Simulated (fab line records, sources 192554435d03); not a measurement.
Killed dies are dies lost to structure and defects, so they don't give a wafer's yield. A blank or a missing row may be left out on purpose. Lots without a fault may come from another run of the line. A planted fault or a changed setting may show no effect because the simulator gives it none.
Split-lot experiment | flow n5_finfet | 7 lots, 21 wafers read, on a route of 1938 steps

THE SPLIT
At N5_MOL_CONTACT_COAG_COAT_78 (resist thk 40 nm), the setting spin_rpm was moved away from the recipe's 1500 rpm on 9 of the 21 wafers read, by +6.1% to +10.5%. The other wafers ran this setting at the recipe's value.

FROM THE SPLIT TO THE READING: what the file shows between them, 4 steps
- N5_MOL_CONTACT_COAG_EBR_80
- N5_MOL_CONTACT_COAG_SOFTBAKE_79: time 60 s
- N5_MOL_CONTACT_COAG_DESCUM_88: chemistry O2, time 7 s
- N5_MOL_CONTACT_COAG_ETCH_89: etches underlayer in N2/H2, target depth 13 nm, time 10.4 s

THE READING
CAR-EUV_of_MOL_CONTACT_COAG_COAT_78.thk_nm (the simulator's own value, which no gauge read), in nm, at N5_MOL_CONTACT_COAG_ETCH_90 (etches SiARC in CF4, target depth 13 nm, time 21.7 s). The file gives no usual value for it. The 12 wafers here that ran the recipe average 16.9 nm, standard deviation 0.17 nm.

wafer  | tool, chamber at the split | spin_rpm as run, rpm | against the recipe | CAR-EUV_of_MOL_CONTACT_COAG_COAT_78.thk_nm, nm | against lot-mates on the recipe
L078.1 | litho_track-02, 0          | 1592                 | +6.1%              | 15.8                                           | -1.0
L078.2 | litho_track-02, 0          | 1500                 | recipe             | 16.8                                           | -
L078.5 | litho_track-02, 0          | 1500                 | recipe             | 16.8                                           | -
L083.1 | litho_track-02, 0          | 1500                 | recipe             | 17                                             | -
L083.6 | litho_track-02, 0          | 1500                 | recipe             | 17                                             | -
L083.4 | litho_track-02, 0          | 1500                 | recipe             | 17.2                                           | -
L084.1 | litho_track-02, 0          | 1593                 | +6.2%              | 15.8                                           | -1.2
L084.3 | litho_track-02, 0          | 1593                 | +6.2%              | 15.6                                           | -1.4
L084.6 | litho_track-02, 0          | 1500                 | recipe             | 17                                             | -
L085.4 | litho_track-02, 0          | 1500                 | recipe             | 17                                             | -
L085.5 | litho_track-02, 0          | 1500                 | recipe             | 17                                             | -
L085.6 | litho_track-02, 0          | 1658                 | +10.5%             | 15.2                                           | -1.8
L093.1 | litho_track-02, 0          | 1592                 | +6.1%              | 16                                             | -1.0
L093.4 | litho_track-02, 0          | 1500                 | recipe             | 17                                             | -
L093.5 | litho_track-02, 0          | 1592                 | +6.1%              | 15.6                                           | -1.4
L094.1 | litho_track-02, 0          | 1656                 | +10.4%             | 15                                             | -1.6
L094.2 | litho_track-02, 0          | 1656                 | +10.4%             | 15                                             | -1.6
L094.3 | litho_track-02, 0          | 1500                 | recipe             | 16.6                                           | -
L097.2 | litho_track-05, 0          | 1500                 | recipe             | 16.8                                           | -
L097.3 | litho_track-05, 0          | 1500                 | recipe             | 17.2                                           | -
L097.4 | litho_track-05, 0          | 1624                 | +8.3%              | 15.4                                           | -1.6

THE FIT
A straight line over all 21 wafers: CAR-EUV_of_MOL_CONTACT_COAG_COAT_78.thk_nm changes by -0.184 nm for each +1% of spin_rpm; r = -0.98; the points scatter about the line by 0.16 nm.
The same after taking each lot's own level away (the mean of its wafers on the recipe; 21 wafers): -0.172 nm for each +1%; r = -0.98; scatter 0.15 nm.
On that fit, the largest move of spin_rpm shifts the reading by 1.8 nm.
The lots' own levels span 16.60 to 17.07 nm, that is 2.8 times the standard deviation above.
So the lot-to-lot level changes the slope little: the two slopes agree.
Check: with one of the wafers moved furthest among these (+10.5%) left out of the fit, the line predicts -1.85 nm for it against its lot-mates. It came out at -1.8 nm against them.

THE WHOLE CHAIN: every reading that the file lists as answering this split, in the file's order
step                          | what it does                                         | reading                                                                                     | change (the file's fit)               | r (the file's)
N5_MOL_CONTACT_COAG_COAT_78   | resist thk 40 nm                                     | CAR-EUV_of_MOL_CONTACT_COAG_COAT_78.thk_nm (the simulator's own value, which no gauge read) | -0.187 nm for each +1% of the setting | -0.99
N5_MOL_CONTACT_COAG_DESCUM_88 | chemistry O2, time 7 s                               | CAR-EUV_of_MOL_CONTACT_COAG_COAT_78.thk_nm (the simulator's own value, which no gauge read) | -0.18 nm for each +1% of the setting  | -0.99
N5_MOL_CONTACT_COAG_ETCH_90   | etches SiARC in CF4, target depth 13 nm, time 21.7 s | CAR-EUV_of_MOL_CONTACT_COAG_COAT_78.thk_nm (the simulator's own value, which no gauge read) | -0.175 nm for each +1% of the setting | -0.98

THE FILE'S OWN FIT
CAR-EUV_of_MOL_CONTACT_COAG_COAT_78.thk_nm changes by -0.175 nm for each +1% of spin_rpm, r = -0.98.
